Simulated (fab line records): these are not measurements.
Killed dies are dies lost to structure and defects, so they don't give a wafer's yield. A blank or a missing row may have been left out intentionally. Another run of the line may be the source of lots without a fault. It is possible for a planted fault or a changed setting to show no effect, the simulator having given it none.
fab line records	flow nand_harc
[record] lots = 5	wafers = 15	last_day = 24
route steps=1159 shown P_M2@330 END@1159
lots with no fault: from the same line, run without faults
start_h: hours from the record's first day to the start of the lot's first wafer shown	wait_h: hours since the lot's step before	" as in the row above	L1.1+2: a row that stands for several wafers	- no value, or no start given	* or withheld: withheld	< > ~ a bound
route shown NAME@n: a module of which the file shows steps, and the number in the route of the first	usual: mean and standard deviation over wafers with no fault	same: alike in all rows	chamber/n: place in a boat	sites: the reading at each site	_std_site: their standard deviation	_edge_site: the outer-site mean with the inner-site mean subtracted	radius_mm: how far each site lies from the wafer's centre	mask NAME#n: copy n	behind: the last tool/chamber to shape the wafer	hold: what put the lot on hold/how long, in hours/how the hold closed	device: the n, p or np transistor that did not switch	end of line: tests run on the same wafers once the route is complete	step lacking rows: just its recipe	killed: at the first sort, the dies lost to defects and structure; wafer yield is something else	map: dies across one wafer; x = killed, . = not, _ = none there
set.NAME: the setting as run; set.NAME@STEP: as run at that earlier step	model.NAME: the simulator's own value behind a step, which no gauge read
certain route steps with their lots: each step a table, each wafer a row
services: from which hour (start_h, from the record's first day; less than 0 if before it) a tool's chamber was out of use, for how many hours, and why
[[steps]]
[step NHARC_P_M2_INSPECT_11]
[usual] raw_defect_count = 4.2/2.1
lot.wafer	tool	chamber	start_h	wait_h	raw_defect_count
L320.2	defect_inspect-01	-	138.86	0.0	7
L320.3	"	-	"	"	5
L320.5	"	-	"	"	7
L323.1	defect_inspect-02	-	162.70	0.0	4
L323.3	"	-	"	"	5
L323.4	"	-	"	"	6
L328.2	defect_inspect-01	-	185.26	0.0	4
L328.5	"	-	"	"	4
L328.6	"	-	"	"	3
L338.1	defect_inspect-01	-	259.39	0.0	4
L338.2	"	-	"	"	3
L338.5	"	-	"	"	3
L341.2	defect_inspect-01	-	268.21	0.0	6
L341.3	"	-	"	"	5
L341.6	"	-	"	"	7
[step NHARC_P_M2_DESCUM_14]
[recipe] time_s = 3	o2_flow_sccm = 200	ar_flow_sccm = 0	bias_power_w = 0	chemistry = O2
[usual] drypump_motor_current_A = 5.8/0.38	oes_product_au = 1.003/0.0075	rf_vpp_V = 57.7/0.89	showerhead_plenum_p_Torr = 1.90/0.078	throttle_valve_pct = 11.311/0.009
lot.wafer	tool	chamber	start_h	wait_h	drypump_motor_current_A	oes_product_au	rf_hours_counter_h	rf_vpp_V	showerhead_plenum_p_Torr	throttle_valve_pct
L320.3	rie_diel-03	0	138.93	0.1	5.4	0.997	4	58.9	1.95	11.316
L320.2	"	2	"	"	6.1	1.006	4	57.5	1.97	11.310
L320.5	"	3	"	"	6.3	1.004	-	57.1	1.86	11.306
L323.4	rie_diel-03	0	162.76	0.1	5.3	0.997	5	58.6	1.94	11.299
L323.3	"	2	"	"	6.1	1.010	5	58.1	1.97	11.319
L323.1	"	3	"	"	6.3	1.005	5	56.7	1.86	11.306
L328.2	rie_diel-03	3	185.34	0.1	6.3	1.007	6	57.2	1.86	11.303
L328.5	"	0	"	"	5.4	1.014	-	59.9	1.95	11.304
L328.6	"	1	"	"	5.7	1.018	-	56.2	1.79	11.306
L338.2	rie_diel-03	1	259.45	0.1	5.7	0.993	1	57.5	1.79	11.319
L338.1	"	3	"	"	6.3	0.989	1	57.6	1.86	11.320
L338.5	"	2	"	"	6.1	0.993	-	58.7	1.97	11.318
L341.3	rie_diel-03	1	268.27	0.1	5.7	1.014	1	57.2	1.79	11.306
L341.2	"	0	"	"	5.4	1.004	1	57.9	1.94	11.301
L341.6	"	1	"	"	5.7	1.001	-	55.6	1.79	11.316
[step NHARC_P_M2_ETCH_35]
[recipe] target_depth_a = 400	overetch_a = 120	time_s = 43.94	ion_energy_ev = 200	n2_flow_sccm = 150	h2_flow_sccm = 150	ar_flow_sccm = 0	rf_w = 400	bias_w = 150	chemistry = N2/H2
[step NHARC_P_M2_ETCH_15]
[recipe] target_depth_a = 1825	time_s = 91.2	c4f8_flow_sccm = withheld	ar_flow_sccm = 400	rf_w = 600	bias_w = 300	chemistry = C4F8/Ar
[step NHARC_P_M2_CD_MEAS_16]
[usual] cd_nm = 170.0/0.65
lot.wafer	tool	chamber	start_h	wait_h	cd_nm
L320.2	cd_sem-02	-	139.22	-	170.0
L320.3	"	-	"	"	170.6
L320.5	"	-	"	"	171.0
L323.1	cd_sem-03	-	163.07	-	171.0
L323.3	"	-	"	"	170.2
L323.4	"	-	"	"	169.9
L328.2	cd_sem-01	-	185.62	-	169.9
L328.5	"	-	"	"	169.1
L328.6	"	-	"	"	170.0
L338.1	cd_sem-02	-	259.76	-	170.1
L338.2	"	-	"	"	169.6
L338.5	"	-	"	"	169.6
L341.2	cd_sem-01	-	268.58	-	170.8
L341.3	"	-	"	"	170.7
L341.6	"	-	"	"	170.5
[step NHARC_P_M2_STRIP_18]
[recipe] power_w = 1000	n2_flow_sccm = 150	h2_flow_sccm = 150	ar_flow_sccm = 0	bias_w = 0	chemistry = N2/H2
[step NHARC_P_M2_ETCH_28]
[recipe] target_depth_a = 300	over_etch_frac = 0.3	time_s = 72.99	ion_energy_ev = 150	cf4_flow_sccm = 50	n2_flow_sccm = 100	ar_flow_sccm = 150	rf_w = 300	bias_w = 100	chemistry = CF4/N2
[step NHARC_P_M2_STRIP_19]
[recipe] time_s = 600	temp_c = 30	chemistry = post_etch_residue_remover
[step NHARC_P_M2_DEGAS_29]
[recipe] temp_c = 250	time_s = 60
[usual] heater_power_w = 358/40
lot.wafer	tool	chamber	start_h	wait_h	heater_power_w
L320.2	pvd_sputter-01	-	139.94	-	375
L320.3	"	-	"	"	317
L320.5	"	-	"	"	348
L323.3	pvd_sputter-02	-	163.78	-	324
L323.1	"	-	"	"	341
L323.4	"	-	"	"	329
L328.2	pvd_sputter-02	-	186.34	-	336
L328.6	"	-	"	"	326
L328.5	"	-	"	"	337
L338.2	pvd_sputter-03	-	260.49	-	392
L338.1	"	-	"	"	488
L338.5	"	-	"	"	393
L341.3	pvd_sputter-03	-	269.29	-	367
L341.2	"	-	"	"	487
L341.6	"	-	"	"	353
[step NHARC_P_M2_PRE_CLEAN_30]
[recipe] time_s = 30	temp_c = 280	gas = H2/He
[usual] heater_power_w = 443/51
lot.wafer	tool	chamber	start_h	wait_h	heater_power_w
L320.2	pvd_sputter-01	-	-	-	460
L320.3	"	-	"	"	392
L320.5	"	-	"	"	475
L323.4	pvd_sputter-02	-	-	-	427
L323.1	"	-	"	"	395
L323.3	"	-	"	"	381
L328.2	pvd_sputter-02	-	-	-	408
L328.6	"	-	"	"	423
L328.5	"	-	"	"	402
L338.1	pvd_sputter-03	-	-	-	443
L338.2	"	-	"	"	478
L338.5	"	-	"	"	489
L341.2	pvd_sputter-03	-	-	-	491
L341.3	"	-	"	"	447
L341.6	"	-	"	"	451
[step NHARC_P_M2_PVD_20]
[recipe] target_thk_a = 50	bias_v = 168.6	power_w = 15000	chamber_pressure_pa = 0.12	time_s = 8.06	substrate_temp_c = 50	material = TaN
[usual] throttle_valve_pct = 30.2/0.96
lot.wafer	tool	chamber	start_h	wait_h	throttle_valve_pct
L320.3	pvd_sputter-01	-	-	-	30.8
L320.2	"	-	"	"	31.5
L320.5	"	-	"	"	30.9
L323.1	pvd_sputter-02	-	-	-	30.0
L323.3	"	-	"	"	31.3
L323.4	"	-	"	"	30.4
L328.2	pvd_sputter-02	-	-	-	30.3
L328.5	"	-	"	"	30.5
L328.6	"	-	"	"	28.0
L338.2	pvd_sputter-03	-	-	-	29.4
L338.1	"	-	"	"	29.7
L338.5	"	-	"	"	29.3
L341.3	pvd_sputter-03	-	-	-	30.5
L341.2	"	-	"	"	29.2
L341.6	"	-	"	"	29.1
[step NHARC_P_M2_PVD_21]
[recipe] target_thk_a = 300	chamber_pressure_pa = 5	power_w = 5000	substrate_temp_c = 30	time_s = 20.49	material = Cu
[usual] throttle_valve_pct = 30.3/0.94
lot.wafer	tool	chamber	start_h	wait_h	throttle_valve_pct
L320.3	pvd_sputter-01	-	-	-	31.2
L320.2	"	-	"	"	30.8
L320.5	"	-	"	"	30.4
L323.1	pvd_sputter-02	-	-	-	30.9
L323.3	"	-	"	"	30.3
L323.4	"	-	"	"	28.1
L328.2	pvd_sputter-02	-	-	-	30.2
L328.5	"	-	"	"	30.0
L328.6	"	-	"	"	31.1
L338.1	pvd_sputter-03	-	-	-	31.0
L338.2	"	-	"	"	29.3
L338.5	"	-	"	"	29.7
L341.2	pvd_sputter-03	-	-	-	29.7
L341.3	"	-	"	"	30.6
L341.6	"	-	"	"	29.1
[step NHARC_P_M2_ECD_22]
[recipe] target_thk_a = 4000	bath_temp_c = 25	material = Cu
lot.wafer	tool	chamber	start_h	wait_h
L320.2+3+5	ecd_cu-02	1,0,0	140.29	-
L323.1+4+3	ecd_cu-01	1,0,1	164.19	-
L328.2+5+6	ecd_cu-01	0,1,0	186.89	-
L338.2+1+5	ecd_cu-02	0,1,0	260.84	-
L341.2+3+6	ecd_cu-02	1,0,1	269.70	-
[step NHARC_P_M2_ANNEAL_31]
[recipe] temp_c = 225	time_s = 90
[step NHARC_P_M2_CMP_23]
[recipe] t_overpolish_s = 20	target_thk_nm = 144.3
[usual] motor_current_A = 12.4/1.4	time_to_endpoint_s = 29.0/2
lot.wafer	tool	chamber	start_h	wait_h	motor_current_A	time_to_endpoint_s
L320.2	cmp-04	1	141.02	-	12.8	30.0
L320.3	"	3	"	"	10.9	30.4
L320.5	"	2	"	"	11.6	31.3
L323.4	cmp-02	3	164.87	-	10.7	30.0
L323.1	"	1	"	"	12.5	29.6
L323.3	"	2	"	"	10.4	26.0
L328.2	cmp-01	3	187.67	-	12.3	30.6
L328.6	"	0	"	"	13.2	46.6
L328.5	"	1	"	"	14.3	31.1
L338.2	cmp-01	0	261.56	-	13.1	28.3
L338.1	"	3	"	"	11.6	28.4
L338.5	"	1	"	"	14.8	27.3
L341.3	cmp-04	1	270.42	-	13.4	29.2
L341.2	"	2	"	"	12.4	29.3
L341.6	"	3	"	"	11.2	31.3
[step NHARC_P_M2_THK_MEAS_24]
[recipe] thk_meas_gauge = xrf
[usual] thk_nm = 144.2/1.5
lot.wafer	tool	chamber	start_h	wait_h	thk_nm
L320.2	film_metro-01	-	141.33	-	143.9
L320.3	"	-	"	"	142.9
L320.5	"	-	"	"	144.6
L323.1	film_metro-01	-	165.19	-	145.6
L323.3	"	-	"	"	144.8
L323.4	"	-	"	"	144.0
L328.2	film_metro-02	-	187.90	-	144.1
L328.5	"	-	"	"	144.7
L328.6	"	-	"	"	143.2
L338.1	film_metro-02	-	261.88	-	143.2
L338.2	"	-	"	"	143.1
L338.5	"	-	"	"	144.3
L341.2	film_metro-02	-	270.67	-	146.4
L341.3	"	-	"	"	143.9
L341.6	"	-	"	"	142.3
[step NHARC_END_SORT_01]
[recipe] temp_c = 25
[usual] defect_limited_yield = 95.6/1.3	killed_at_array = 26/8.6	killed_at_other = 0.7/0.97	killed_at_periphery = 3.2/2.2	killed_dies = 30/8.9	killed_open = 3.1/1.8	killed_short = 2.2/1.8	sort_bin_2_pct = 1.4/0.58	sort_bin_3_pct = 0.24/0.18	sort_bin_4_pct = 2.8/0.9	sort_n_pass = 647/8.9	sort_rim_yield_pct = 95.5/2.5	sort_yield_pct = 95.6/1.3
[same] gross_dies = 677	sort_bin_5_pct[%] = 0	sort_bin_6_pct[%] = 0	sort_bin_7_pct[%] = 0	sort_bin_8_pct[%] = 0	sort_rim_n_gross = 106.00
lot.wafer	tool	chamber	start_h	wait_h	defect_limited_yield[%]	killed_at_array	killed_at_other	killed_at_periphery	killed_dies	killed_open	killed_short	sort_bin_2_pct[%]	sort_bin_3_pct[%]	sort_bin_4_pct[%]	sort_n_pass	sort_rim_yield_pct[%]	sort_yield_pct[%]
L338.1	prober-02	0	580.52	2.5	96.9	19	0	2	21	5	2	1.2	0	1.9	656	99.1	96.9
L338.2	prober-02	0	581.31	2.8	95.3	25	1	6	32	8	10	1.9	0.30	2.5	645	93.4	95.3
L338.5	prober-02	0	583.69	3.7	97.5	12	1	4	17	2	4	0.6	0.15	1.8	660	97.2	97.5
// killed by level:class
L338.1 A_CHANNEL_HOLE_D1:chamber_film_flake=7 A_CONTACT:chamber_film_flake=4 A_ONON_D1:geometric_particle:short=2 A_CONTACT:geometric_particle:open=2 P_GATE:chamber_film_flake=2 A_CHANNEL_FILL_D1:geometric_particle:open=1 A_WL_FILL:geometric_particle:open=1 A_M1:geometric_particle:open=1
L338.2 A_CHANNEL_HOLE_D1:chamber_film_flake=8 A_ONON_D1:geometric_particle:open=4 A_WL_FILL:geometric_particle:short=4 P_M0:geometric_particle:open=3 A_CONTACT:chamber_film_flake=3 A_CONTACT:geometric_particle:short=2 A_WL_FILL:chamber_film_flake=2 P_ZERO_WELL:geometric_particle:short=1
L338.5 A_CHANNEL_HOLE_D1:chamber_film_flake=6 A_BLC:geometric_particle:short=2 P_GATE:geometric_particle:open=1 A_CHANNEL_FILL_D1:geometric_particle:open=1 A_CHANNEL_FILL_D1:geometric_particle:short=1 STARTING-WAFER:geometric_particle:short=1 P_STI:chamber_film_flake=1 P_GATE:chamber_film_flake=1
[[services]]
tool	chamber	start_h	hours	kind
cmp-02	-	130.50	4.0	pm
cmp-04	-	143.42	0.5	repair
cmp-04	-	152.67	1.6	repair
cmp-04	-	157.65	0.8	repair
ecd_cu-02	-	164.05	1.7	repair
cmp-04	-	167.79	0.7	repair
pvd_sputter-01	-	171.28	10.0	pm
cmp-01	-	179.51	4.0	pm
ecd_cu-02	-	180.42	8.0	pm
pvd_sputter-03	-	183.89	4.5	repair
rie_diel-03	0	189.17	13.7	repair
cmp-04	-	203.08	4.0	pm
pvd_sputter-02	-	213.63	2.5	repair
rie_diel-03	-	215.33	9.0	pm
pvd_sputter-02	-	216.17	10.0	pm
cmp-04	-	222.85	0.9	repair
ecd_cu-02	-	228.47	1.0	repair
ecd_cu-01	-	233.14	1.6	repair
cmp-04	-	234.60	1.5	repair
pvd_sputter-03	-	237.51	0.7	repair
cmp-01	-	238.76	4.7	repair
cmp-04	-	241.03	2.1	repair
cmp-04	-	261.22	3.7	repair
pvd_sputter-01	-	264.67	0.5	repair
[[key]]
[first_sign] step = NHARC_P_M2_CMP_23	reading = time_to_endpoint_s	direction = up	sigmas = 8.8	usual = *	struck = *
effect none on later readings
met_at NHARC_P_M2_ECD_22
struck_wafers L328.6
onset_between 164.19 186.89
[fault] kind = process_parameter_drift	tool = ecd_cu-01	chamber = -	onset_h = 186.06	steps = NHARC_P_M2_ECD_22	channel = target_thk_a	offset = *	shape = step	end_h = 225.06	scope = struck_wafers_only	acts_in = *	stated = *
